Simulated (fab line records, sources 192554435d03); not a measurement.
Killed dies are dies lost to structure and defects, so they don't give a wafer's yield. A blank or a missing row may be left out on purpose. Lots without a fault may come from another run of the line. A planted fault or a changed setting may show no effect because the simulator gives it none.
fab line records | flow n5_finfet
record lots=7 wafers=21
route steps=1938 shown BEOL_M1@756 BEOL_M2@910 BEOL_M3@994 BEOL_M5@1140 BEOL_M6@1212 BEOL_M7@1302
start_h: hours from the record's first day to the start of the lot's first wafer shown | wait_h: hours since the lot's step before | " the same as in the row above | L1.1+2: a row that stands for several wafers | - no value, or no start given | * or withheld: withheld | < > ~ a bound
route shown NAME@n: a module of which the file shows steps, and the number in the route of the first | usual: mean/standard deviation of fault-free wafers | same: alike in all rows | chamber/n: place in a boat | sites: the reading at each site | _std_site: their standard deviation | _edge_site: outer sites' mean less inner sites' | radius_mm: how far each site lies from the wafer's centre | mask NAME#n: copy n | behind: the tool/chamber that last shaped the wafer | hold: why the lot was held/for how many hours/how that ended | device: the transistor (n, p or np) that didn't switch | end of line: the same wafers' tests at the end of the route | a step without rows: its recipe alone | killed: dies lost to structure and defects at the first sort, not the wafer's yield | map: a wafer's dies, x killed, . not, _ none there
set.NAME: the setting as run; set.NAME@STEP: as run at that earlier step | model.NAME: the simulator's own value behind a step, which no gauge read
lots whose settings were changed on purpose; a table a step, a row a wafer
## steps
# step N5_BEOL_M1_COAT_62
# recipe resist=SiARC temp_c=220 time_s=60 spin_rpm=1500 resist_thk_nm=12
# columns lot.wafer tool chamber start_h wait_h set.spin_rpm model.SiARC_of_BEOL_M1_COAT_62.thk_nm
L074.4+5+6 litho_track-02 0 - - 1500 12
L075.2+3 litho_track-03 0 - - 1424 12.4
L075.6 " 0 " " 1500 12
L076.3+5+6 litho_track-02 0 - - 1500 12
L080.1 litho_track-04 0 - - 1500 12
L080.5+6 " 0 " " 1369 12.6
L085.3+4+5 litho_track-03 0 - - 1500 12
L086.1+2+5 litho_track-03 0 - - 1500 12
L097.3+6 litho_track-02 0 - - 1500 12
L097.5 " 0 " " 1358 12.6
# step N5_BEOL_M1_COAT_73
# recipe resist=underlayer temp_c=205 time_s=60 spin_rpm=1500 resist_thk_nm=5
# step N5_BEOL_M1_COAT_05
# recipe resist=CAR-EUV spin_rpm=1500 resist_thk_nm=30
# step N5_BEOL_M1_DESCUM_16
# recipe chemistry=O2 time_s=7 source_power_w=50 bias_power_w=20 pressure_mtorr=20 rf_frequency_hz=2.712e+07 temp_c=40 resist=CAR-EUV o2_flow_sccm=225
# step N5_BEOL_M1_ETCH_74
# recipe chemistry=N2/H2 target=underlayer target_depth_a=65 mask_material=CAR-EUV time_s=5.2 ion_energy_ev=200 pressure_mtorr=30 source_w=840 bias_w=150 n2_flow_sccm=200 h2_flow_sccm=200 ends=cleared
# step N5_BEOL_M1_ETCH_63
# recipe chemistry=CF4 target=SiARC target_depth_a=156 mask_material=CAR-EUV time_s=26 ion_energy_ev=80 pressure_mtorr=40 source_w=545 bias_w=36 Ar_flow_sccm=100 cf4_flow_sccm=100 ends=cleared
# columns lot.wafer tool chamber start_h wait_h set.spin_rpm@BEOL_M1_COAT_62 model.etch.depth_nm
L074.4 rie_diel-01 3 120.08 0.0 1500 11.97
L074.5 " 2 " " 1500 11.96
L074.6 " 3 " " 1500 12.02
L075.2 rie_diel-01 0 131.11 0.0 1424 12.32
L075.3 " 3 " " 1424 12.36
L075.6 " 1 " " 1500 12.02
L076.3 rie_diel-01 0 138.77 0.0 1500 12.03
L076.5 " 3 " " 1500 12.02
L076.6 " 0 " " 1500 12.04
L080.1 rie_diel-02 0 164.54 0.0 1500 11.98
L080.5 " 1 " " 1369 12.54
L080.6 " 0 " " 1369 12.56
L085.3 rie_diel-02 2 197.43 0.0 1500 12.02
L085.4 " 1 " " 1500 12
L085.5 " 2 " " 1500 12.06
L086.1+5 rie_diel-02 0 205.81 0.0 1500 11.95
L086.2 " 3 " " 1500 11.94
L097.3+6 rie_diel-02 0,3 262.94 0.0 1500 12.04
L097.5 " 0 " " 1358 12.69
# step N5_BEOL_M2_SPUTTER_86
# recipe material=Cu target_thk_a=45 temp_c=-20 chamber_pressure_pa=0.07 power_w=withheld time_s=8.29
# columns lot.wafer tool chamber start_h wait_h set.time_s model.Cu_of_BEOL_M2_SPUTTER_86.thk_nm
L074.4 pvd_sputter-03 - 136.67 0.1 9.426 4.8
L074.5 " - " " 9.426 5
L074.6 " - " " 8.29 4.4
L075.2+3+6 pvd_sputter-01 - 153.39 0.1 8.29 4.4
L076.3 pvd_sputter-01 - 164.50 0.1 7.605 4.2
L076.5 " - " " 8.29 4.4
L076.6 " - " " 7.605 -
L080.1+5+6 pvd_sputter-02 - 186.35 0.1 8.29 4.4
L085.3 pvd_sputter-01 - 219.32 0.1 8.29 4.4
L085.4+5 " - " " 8.29 4.6
L086.1+2+5 pvd_sputter-02 - 227.61 0.1 8.29 4.4
L097.3 pvd_sputter-02 - 283.47 0.1 7.581 4.2
L097.5 " - " " 8.29 4.6
L097.6 " - " " 8.29 4.4
# step N5_BEOL_M3_SPUTTER_48
# recipe material=Cu target_thk_a=45 temp_c=-20 chamber_pressure_pa=0.07 power_w=withheld time_s=8.29
# columns lot.wafer tool chamber start_h wait_h set.time_s model.Cu_of_BEOL_M3_SPUTTER_48.thk_nm
L074.4+5+6 pvd_sputter-02 - 154.19 1.3 8.29 4.6
L075.2+6 pvd_sputter-02 - 161.06 0.1 8.29 4.4
L075.3 " - " " 8.29 4.2
L076.3+5+6 pvd_sputter-03 - 174.60 0.2 8.29 4.6
L080.1+6 pvd_sputter-01 - 206.37 0.1 8.634 -
L080.5 " - " " 8.29 4.4
L085.3 pvd_sputter-03 - 227.25 0.2 7.147 4
L085.4+5 " - " " 8.29 4.6
L086.1 pvd_sputter-02 - 239.33 0.2 8.29 4.4
L086.2+5 " - " " 8.29 4.6
L097.3 pvd_sputter-02 - 304.59 0.1 9.476 -
L097.5 " - " " 9.476 5
L097.6 " - " " 8.29 4.6
# step N5_BEOL_M5_COAT_66
# recipe resist=SiARC temp_c=220 time_s=60 spin_rpm=1500 resist_thk_nm=12
# columns lot.wafer tool chamber start_h wait_h set.spin_rpm model.SiARC_of_BEOL_M5_COAT_66.thk_nm
L074.4+5+6 litho_track-01 0 - - 1453 12.2
L075.2 litho_track-05 0 - - 1500 12.2
L075.3+6 " 0 " " 1388 12.6
L076.3+5+6 litho_track-05 0 - - 1500 12
L080.1+5 litho_track-03 0 - - 1500 12
L080.6 " 0 " " 1581 11.8
L085.3 litho_track-03 0 - - 1648 11.6
L085.4+5 " 0 " " 1500 12
L086.1+2+5 litho_track-01 0 - - 1500 12
L097.3 litho_track-01 0 - - 1394 12.4
L097.5+6 " 0 " " 1500 12
# step N5_BEOL_M5_COAT_22
# recipe resist=CAR-EUV spin_rpm=1500 resist_thk_nm=30
# columns lot.wafer tool chamber start_h wait_h set.spin_rpm model.CAR-EUV_of_BEOL_M5_COAT_22.thk_nm
L074.4+6 litho_track-01 0 - - 1500 30
L074.5 " 0 " " 1660 28.6
L075.2+6 litho_track-05 0 - - 1500 30.2
L075.3 " 0 " " 1500 30
L076.3 litho_track-05 0 - - 1500 30
L076.5 " 0 " " 1359 31.8
L076.6 " 0 " " 1359 31.6
L080.1+5+6 litho_track-03 0 - - 1500 30
L085.3+4+5 litho_track-03 0 - - 1500 30.2
L086.1+2+5 litho_track-01 0 - - 1500 30
L097.3+6 litho_track-01 0 - - 1500 30
L097.5 " 0 " " 1647 28.8
# step N5_BEOL_M5_EBR_24
# recipe solvent=PGMEA ebr_width_mm=1.5
# step N5_BEOL_M5_SOFTBAKE_23
# recipe temp_c=110 time_s=60 resist=CAR-EUV
# step N5_BEOL_M5_EXPOSE_25
# recipe mask_id=V4 na=0.33 source_shape=quasar sigma_inner=0.2 sigma_outer=0.6 polarization=unpolarized defocus_nm=10 dose_mj=52.75
# step N5_BEOL_M5_PEB_26
# recipe peb_temp_c=100 peb_time_s=60 resist=CAR-EUV
# step N5_BEOL_M5_DEVELOP_27
# recipe develop_time_s=30 developer=TMAH resist=CAR-EUV rinse_liquid=surfactant_rinse dry=air_spin dev_temp_c=23
# columns lot.wafer tool chamber start_h wait_h set.spin_rpm@BEOL_M5_COAT_22 model.CAR-EUV_of_BEOL_M5_COAT_22.thk_nm
L074.4+6 litho_track-01 0 - - 1500 29.6
L074.5 " 0 " " 1660 28
L075.2+6 litho_track-05 0 - - 1500 29.8
L075.3 " 0 " " 1500 29.6
L076.3 litho_track-03 0 - - 1500 29.6
L076.5+6 " 0 " " 1359 31.2
L080.1+5 litho_track-05 0 - - 1500 29.6
L080.6 " 0 " " 1500 29.4
L085.3+4 litho_track-05 0 - - 1500 29.6
L085.5 " 0 " " 1500 29.8
L086.1 litho_track-03 0 - - 1500 29.4
L086.2+5 " 0 " " 1500 29.6
L097.3+6 litho_track-05 0 - - 1500 29.6
L097.5 " 0 " " 1647 28.2
# step N5_BEOL_M5_DESCUM_33
# recipe chemistry=O2 time_s=7 source_power_w=50 bias_power_w=20 pressure_mtorr=20 rf_frequency_hz=2.712e+07 temp_c=40 resist=CAR-EUV o2_flow_sccm=225
# step N5_BEOL_M5_ETCH_75
# recipe chemistry=N2/H2 target=underlayer target_depth_a=65 mask_material=CAR-EUV time_s=5.2 ion_energy_ev=200 pressure_mtorr=30 source_w=840 bias_w=150 n2_flow_sccm=200 h2_flow_sccm=200 ends=cleared
# step N5_BEOL_M5_ETCH_67
# recipe chemistry=CF4 target=SiARC target_depth_a=156 mask_material=CAR-EUV time_s=26 ion_energy_ev=80 pressure_mtorr=40 source_w=545 bias_w=36 Ar_flow_sccm=100 cf4_flow_sccm=100 ends=cleared
# columns lot.wafer tool chamber start_h wait_h set.spin_rpm@BEOL_M5_COAT_66 model.etch.depth_nm
L074.4 rie_diel-04 1 173.24 0.0 1453 12.24
L074.5 " 0 " " 1453 12.21
L074.6 " 2 " " 1453 12.26
L075.2 rie_diel-02 3 190.33 0.0 1500 12.1
L075.3+6 " 1 " " 1388 12.56
L076.3+6 rie_diel-02 2 199.00 0.0 1500 12.04
L076.5 " 1 " " 1500 12.05
L080.1 rie_diel-01 2 228.63 0.0 1500 11.98
L080.5 " 2 " " 1500 11.99
L080.6 " 3 " " 1581 11.72
L085.3 rie_diel-02 1 253.20 0.0 1648 11.5
L085.4 " 0 " " 1500 12.04
L085.5 " 1 " " 1500 12.05
L086.1 rie_diel-01 1 256.49 0.0 1500 11.99
L086.2 " 3 " " 1500 11.95
L086.5 " 0 " " 1500 11.96
L097.3 rie_diel-01 3 341.31 0.0 1394 12.45
L097.5+6 " 2,3 " " 1500 12.02
# step N5_BEOL_M6_ETCH_62
# recipe chemistry=N2/H2 target=SOC target_depth_a=1100 overetch_a=220 mask_material=SiARC temp_c=40 time_s=165 ion_energy_ev=200 pressure_mtorr=30 source_w=840 bias_w=150 n2_flow_sccm=200 h2_flow_sccm=200
# columns lot.wafer tool chamber start_h wait_h set.time_s model.SiARC_of_BEOL_M6_COAT_60.thk_nm
L074.4 rie_diel-06 0 183.96 0.0 165 28.6
L074.5 " 3 " " 165 28.2
L074.6 " 0 " " 184 27.8
L075.2 rie_diel-05 1 200.52 0.0 165 28.6
L075.3 " 2 " " 142.6 29.2
L075.6 " 1 " " 142.6 29.4
L076.3+5 rie_diel-06 3,1 208.17 0.0 165 28.4
L076.6 " 0 " " 165 28.6
L080.1+6 rie_diel-05 0,3 239.81 0.0 154.3 28.6
L080.5 " 2 " " 165 28
L085.3+4 rie_diel-06 1,0 263.45 0.0 165 28.6
L085.5 " 2 " " 165 28.4
L086.1+2+5 rie_diel-05 2,0,3 265.62 0.0 165 28.4
L097.3 rie_diel-05 2 352.84 0.0 149.6 28.8
L097.5 " 0 " " 165 28.2
L097.6 " 1 " " 149.6 28.4
# step N5_BEOL_M6_ETCH_66
# recipe chemistry=N2/H2 target=SOC target_depth_a=800 overetch_a=160 mask_material=SiARC temp_c=40 time_s=120 ion_energy_ev=200 pressure_mtorr=30 source_w=840 bias_w=150 n2_flow_sccm=200 h2_flow_sccm=200
# usual rf_vpp_V=524/3.5
# columns lot.wafer tool chamber start_h wait_h set.bias_w rf_vpp_V model.SiARC_of_BEOL_M6_COAT_64.thk_nm
L074.4 rie_diel-05 1 185.28 0.0 150 520 6.4
L074.5 " 2 " " 137.7 500 7
L074.6 " 0 " " 150 521 6.6
L075.2 rie_diel-05 1 204.37 0.0 164.3 552 5.8
L075.3 " 3 " " 164.3 560 5.6
L075.6 " 2 " " 150 529 6.4
L076.3 rie_diel-06 2 212.19 0.0 141.6 503 6.8
L076.5 " 3 " " 150 523 6.4
L076.6 " 0 " " 141.6 503 7
L080.1 rie_diel-05 3 242.11 0.0 175.1 583 5.2
L080.5 " 1 " " 175.1 572 5.4
L080.6 " 2 " " 150 528 6.4
L085.3 rie_diel-03 1 264.40 0.0 150 525 6.2
L085.4 " 1 " " 150 526 6.4
L085.5 " 2 " " 150 518 6.4
L086.1 rie_diel-06 1 267.28 0.0 150 528 6.4
L086.2 " 2 " " 150 524 6.4
L086.5 " 2 " " 150 522 6.4
L097.3 rie_diel-05 0 355.25 0.0 150 526 6.4
L097.5 " 3 " " 143 510 6.8
L097.6 " 0 " " 143 514 6.6
# step N5_BEOL_M6_TRENCH_ETCH_37
# recipe chemistry=C4F6/O2 target_depth_a=944.35 target=SiCOH_lowk time_s=31.5 ion_energy_ev=250 pressure_mtorr=30 source_w=345 bias_w=185 Ar_flow_sccm=300 C4F6_flow_sccm=10 O2_flow_sccm=10
# columns lot.wafer tool chamber start_h wait_h set.time_s model.etch.depth_nm model.BEOL_M6.feature_depth_nm
L074.4 rie_diel-05 1 - - 36.37 106.8 106.8
L074.5 " 2 " " 31.5 96.7 96.6
L074.6 " 0 " " 31.5 93.73 93.8
L075.2 rie_diel-05 1 - - 36.96 108.7 108.6
L075.3 " 3 " " 36.96 109.9 110
L075.6 " 2 " " 36.96 112.7 112.6
L076.3 rie_diel-06 2 - - 31.5 95.7 95.6
L076.5 " 3 " " 29.17 86.74 86.8
L076.6 " 0 " " 31.5 93.42 93.4
L080.1 rie_diel-05 3 - - 31.5 95.43 95.4
L080.5 " 1 " " 37.61 111.3 111.2
L080.6 " 2 " " 37.61 115.2 115.2
L085.3 rie_diel-03 1 - - 31.5 96.43 96.4
L085.4 " 1 " " 31.5 95.75 95.8
L085.5 " 2 " " 27.36 81.36 81.4
L086.1 rie_diel-06 1 - - 31.5 96.1 96
L086.2 " 2 " " 31.5 95.01 95
L086.5 " 2 " " 31.5 95.98 96
L097.3 rie_diel-05 0 - - 31.5 94.69 94.6
L097.5 " 3 " " 31.5 94.5 94.6
L097.6 " 0 " " 36.1 108.6 108.6
# step N5_BEOL_M6_ETCH_41
# recipe chemistry=CH3F/O2 target=SiCN target_depth_a=297 taper_deg=2 time_s=52 ion_energy_ev=120 mask_material=TiN pressure_mtorr=30 source_w=395 bias_w=75 Ar_flow_sccm=150 CH3F_flow_sccm=30 O2_flow_sccm=20
# step N5_BEOL_M6_STRIP_80
# recipe chemistry=N2/H2 time_s=10 power_w=450 temp_c=40 pressure_mtorr=20 rf_frequency_hz=6e+07 bias_power_w=7 n2_flow_sccm=200 h2_flow_sccm=200
# step N5_BEOL_M6_OCD_MEAS_38
# usual trench_depth_nm=94.9/1.3
# columns lot.wafer tool chamber start_h wait_h set.time_s@BEOL_M6_TRENCH_ETCH_37 trench_depth_nm
L074.4 ocd-02 - 185.59 - 36.37 106.8
L074.5 " - " " 31.5 96.6
L074.6 " - " " 31.5 93.4
L075.2 ocd-02 - 204.72 - 36.96 108.9
L075.3 " - " " 36.96 110.2
L075.6 " - " " 36.96 112.4
L076.3 ocd-02 - 212.54 - 31.5 95.4
L076.5 " - " " 29.17 86.5
L076.6 " - " " 31.5 93.6
L080.1 ocd-02 - 242.46 - 31.5 95.5
L080.5 " - " " 37.61 111.3
L080.6 " - " " 37.61 115.2
L085.3 ocd-01 - 264.75 - 31.5 96.4
L085.4 " - " " 31.5 96.0
L085.5 " - " " 27.36 81.5
L086.1 ocd-02 - 267.62 - 31.5 96.2
L086.2 " - " " 31.5 95.2
L086.5 " - " " 31.5 95.8
L097.3 ocd-01 - 355.60 - 31.5 94.7
L097.5 " - " " 31.5 94.3
L097.6 " - " " 36.1 108.5
# step N5_BEOL_M6_HM_STRIP_39
# recipe chemistry=peroxide_tin_strip material=TiN target_depth_a=250 temp_c=50 time_s=158
# step N5_BEOL_M6_SRD_40
# recipe time_s=30 temp_c=23 rinse_liquid=diw dry=ipa_marangoni
# step N5_BEOL_M6_ECD_50
# recipe material=Cu target_thk_a=3000
# step N5_BEOL_M6_ANNEAL_51
# recipe temp_c=225 time_s=90 ambient=N2
# step N5_BEOL_M6_CMP_52
# recipe stop_on=SiCOH_lowk t_overpolish_s=6.9 down_force_psi=1 platen_rpm=50 clearing_platen_down_force_psi=1.5 clearing_platen_rpm=50 post_cmp_clean=cu_alkaline target_thk_nm=80 clearing_platen_pad_velocity_m_s=0.99484 pad_velocity_m_s=0.99484
# columns lot.wafer tool chamber start_h wait_h set.time_s@BEOL_M6_TRENCH_ETCH_37 model.Cu_of_BEOL_M6_ECD_50.thk_nm
L074.4 cmp-02 2 189.01 0.1 36.37 92.2
L074.6 " 2 " " 31.5 79.2
L074.5 " 3 " " 31.5 83.2
L075.2 cmp-02 3 207.41 0.2 36.96 94
L075.3 " 2 " " 36.96 95.8
L075.6 " 0 " " 36.96 98.6
L076.3 cmp-02 3 216.57 0.2 31.5 80.4
L076.5 " 3 " " 29.17 71.8
L076.6 " 0 " " 31.5 77.2
L080.1 cmp-01 1 245.46 0.3 31.5 80
L080.5 " 0 " " 37.61 96.6
L080.6 " 1 " " 37.61 101.4
L085.3 cmp-02 3 267.91 0.2 31.5 83
L085.4 " 2 " " 31.5 82
L085.5 " 0 " " 27.36 67.2
L086.2 cmp-02 3 269.45 0.2 31.5 78.6
L086.1 " 1 " " 31.5 80
L086.5 " 0 " " 31.5 81.2
L097.3 cmp-04 3 359.55 0.2 31.5 77.8
L097.5 " 3 " " 31.5 78
L097.6 " 0 " " 36.1 91.6
# step N5_BEOL_M6_THK_MEAS_53
# recipe thk_meas_gauge=xrf reads=Cu_of_BEOL_M6_ECD_50
# usual M6_THK=80.0/1.8
# columns lot.wafer tool chamber start_h wait_h set.time_s@BEOL_M6_TRENCH_ETCH_37 M6_THK[nm]
L074.4 film_metro-02 - 189.30 - 36.37 91.9
L074.5 " - " " 31.5 82.5
L074.6 " - " " 31.5 78.9
L075.2 film_metro-02 - 207.70 - 36.96 93.5
L075.3 " - " " 36.96 95.4
L075.6 " - " " 36.96 98.3
L076.3 film_metro-01 - 216.87 - 31.5 79.5
L076.5 " - " " 29.17 71.3
L076.6 " - " " 31.5 76.5
L080.1 film_metro-02 - 245.72 - 31.5 80.4
L080.5 " - " " 37.61 96.7
L080.6 " - " " 37.61 101.7
L085.3 film_metro-01 - 268.20 - 31.5 83.1
L085.4 " - " " 31.5 81.7
L085.5 " - " " 27.36 66.9
L086.1 film_metro-01 - 269.74 - 31.5 79.7
L086.2 " - " " 31.5 78.1
L086.5 " - " " 31.5 80.7
L097.3 film_metro-01 - 359.84 - 31.5 77.3
L097.5 " - " " 31.5 77.4
L097.6 " - " " 36.1 91.0
# step N5_BEOL_M7_ETCH_66
# recipe chemistry=N2/H2 target=SOC target_depth_a=800 overetch_a=160 mask_material=SiARC temp_c=40 time_s=120 ion_energy_ev=200 pressure_mtorr=30 source_w=840 bias_w=150 n2_flow_sccm=200 h2_flow_sccm=200
# usual rf_vpp_V=524.6/2.7
# columns lot.wafer tool chamber start_h wait_h set.bias_w rf_vpp_V model.SiARC_of_BEOL_M7_COAT_64.thk_nm
L074.4 rie_diel-02 2 193.01 0.0 135.6 487.7 7
L074.5 " 2 " " 135.6 489.4 7
L074.6 " 3 " " 150 525.1 6.6
L075.2 rie_diel-02 2 216.20 0.0 166 556.4 5.6
L075.3 " 3 " " 166 560.1 6
L075.6 " 0 " " 150 525.2 6.6
L076.3 rie_diel-01 0 220.45 0.0 136.6 493.3 7.2
L076.5 " 0 " " 150 523.4 6.6
L076.6 " 3 " " 150 524.1 6.4
L080.1 rie_diel-01 3 253.01 0.0 173.9 573.9 5.2
L080.5 " 2 " " 150 522.2 6.2
L080.6 " 1 " " 150 523.3 6.4
L085.3 rie_diel-01 0 272.88 0.0 150 524.7 6.4
L085.4 " 2 " " 150 520.8 6.2
L085.5 " 1 " " 150 523.6 6.4
L086.1 rie_diel-01 3 273.28 0.0 150 523.1 6.4
L086.2 " 1 " " 150 524.9 6.6
L086.5 " 2 " " 150 522.7 6.4
L097.3 rie_diel-04 1 366.79 0.0 150 518.9 6.4
L097.5 " 2 " " 150 524.5 6.4
L097.6 " 3 " " 150 529.1 6.2
# step N5_BEOL_M7_TRENCH_ETCH_37
# recipe chemistry=C4F6/O2 target_depth_a=934.78 target=SiCOH_lowk time_s=31.2 ion_energy_ev=250 pressure_mtorr=30 source_w=345 bias_w=185 Ar_flow_sccm=300 C4F6_flow_sccm=10 O2_flow_sccm=10
# usual rf_vpp_V=664/5.5
# columns lot.wafer tool chamber start_h wait_h set.source_w rf_vpp_V
L074.4 rie_diel-02 2 - - 345 664
L074.5 " 2 " " 345 663
L074.6 " 3 " " 345 659
L075.2 rie_diel-02 2 - - 384.3 627
L075.3 " 3 " " 345 660
L075.6 " 0 " " 384.3 625
L076.3 rie_diel-01 0 - - 345 652
L076.5 " 0 " " 345 655
L076.6 " 3 " " 345 671
L080.1 rie_diel-01 3 - - 345 673
L080.5 " 2 " " 306.6 706
L080.6 " 1 " " 345 660
L085.3 rie_diel-01 0 - - 345 654
L085.4 " 2 " " 290.6 726
L085.5 " 1 " " 345 661
L086.1 rie_diel-01 3 - - 345 672
L086.2 " 1 " " 345 662
L086.5 " 2 " " 345 665
L097.3 rie_diel-04 1 - - 380.4 626
L097.5 " 2 " " 345 663
L097.6 " 3 " " 345 674
## key
split step=N5_BEOL_M1_COAT_62 setting=spin_rpm stated=1500 by=wafer
response step=N5_BEOL_M1_COAT_62 reading=model.SiARC_of_BEOL_M1_COAT_62.thk_nm change=-0.0676 per=1% r=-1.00
response step=N5_BEOL_M1_ETCH_63 reading=model.etch.depth_nm change=-0.0666 per=1% r=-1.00
split step=N5_BEOL_M2_SPUTTER_86 setting=time_s stated=8.29 by=wafer
response step=N5_BEOL_M2_SPUTTER_86 reading=model.Cu_of_BEOL_M2_SPUTTER_86.thk_nm change=+0.0341 per=1% r=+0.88
split step=N5_BEOL_M3_SPUTTER_48 setting=time_s stated=8.29 by=wafer
response step=N5_BEOL_M3_SPUTTER_48 reading=model.Cu_of_BEOL_M3_SPUTTER_48.thk_nm change=+0.0366 per=1% r=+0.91
split step=N5_BEOL_M5_COAT_66 setting=spin_rpm stated=1500 by=wafer
response step=N5_BEOL_M5_COAT_66 reading=model.SiARC_of_BEOL_M5_COAT_66.thk_nm change=-0.0467 per=1% r=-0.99
response step=N5_BEOL_M5_ETCH_67 reading=model.etch.depth_nm change=-0.0571 per=1% r=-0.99
split step=N5_BEOL_M5_COAT_22 setting=spin_rpm stated=1500 by=wafer
response step=N5_BEOL_M5_COAT_22 reading=model.CAR-EUV_of_BEOL_M5_COAT_22.thk_nm change=-0.143 per=1% r=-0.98
response step=N5_BEOL_M5_DEVELOP_27 reading=model.CAR-EUV_of_BEOL_M5_COAT_22.thk_nm change=-0.154 per=1% r=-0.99
split step=N5_BEOL_M6_ETCH_62 setting=time_s stated=165 by=wafer
response step=N5_BEOL_M6_ETCH_62 reading=model.SiARC_of_BEOL_M6_COAT_60.thk_nm change=-0.0539 per=1% r=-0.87
split step=N5_BEOL_M6_ETCH_66 setting=bias_w stated=150 by=wafer
response step=N5_BEOL_M6_ETCH_66 reading=rf_vpp_V change=+2.91 per=1% r=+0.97
response step=N5_BEOL_M6_ETCH_66 reading=model.SiARC_of_BEOL_M6_COAT_64.thk_nm change=-0.0679 per=1% r=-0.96
split step=N5_BEOL_M6_TRENCH_ETCH_37 setting=time_s stated=31.5 by=wafer
response step=N5_BEOL_M6_TRENCH_ETCH_37 reading=model.etch.depth_nm change=+0.928 per=1% r=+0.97
response step=N5_BEOL_M6_TRENCH_ETCH_37 reading=model.BEOL_M6.feature_depth_nm change=+0.927 per=1% r=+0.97
response step=N5_BEOL_M6_OCD_MEAS_38 reading=trench_depth_nm change=+0.929 per=1% r=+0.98
response step=N5_BEOL_M6_CMP_52 reading=model.Cu_of_BEOL_M6_ECD_50.thk_nm change=+0.939 per=1% r=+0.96
response step=N5_BEOL_M6_THK_MEAS_53 reading=M6_THK change=+0.935 per=1% r=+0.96
split step=N5_BEOL_M7_ETCH_66 setting=bias_w stated=150 by=wafer
response step=N5_BEOL_M7_ETCH_66 reading=rf_vpp_V change=+3.32 per=1% r=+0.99
response step=N5_BEOL_M7_ETCH_66 reading=model.SiARC_of_BEOL_M7_COAT_64.thk_nm change=-0.067 per=1% r=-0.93
split step=N5_BEOL_M7_TRENCH_ETCH_37 setting=source_w stated=345 by=wafer
response step=N5_BEOL_M7_TRENCH_ETCH_37 reading=rf_vpp_V change=-3.86 per=1% r=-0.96
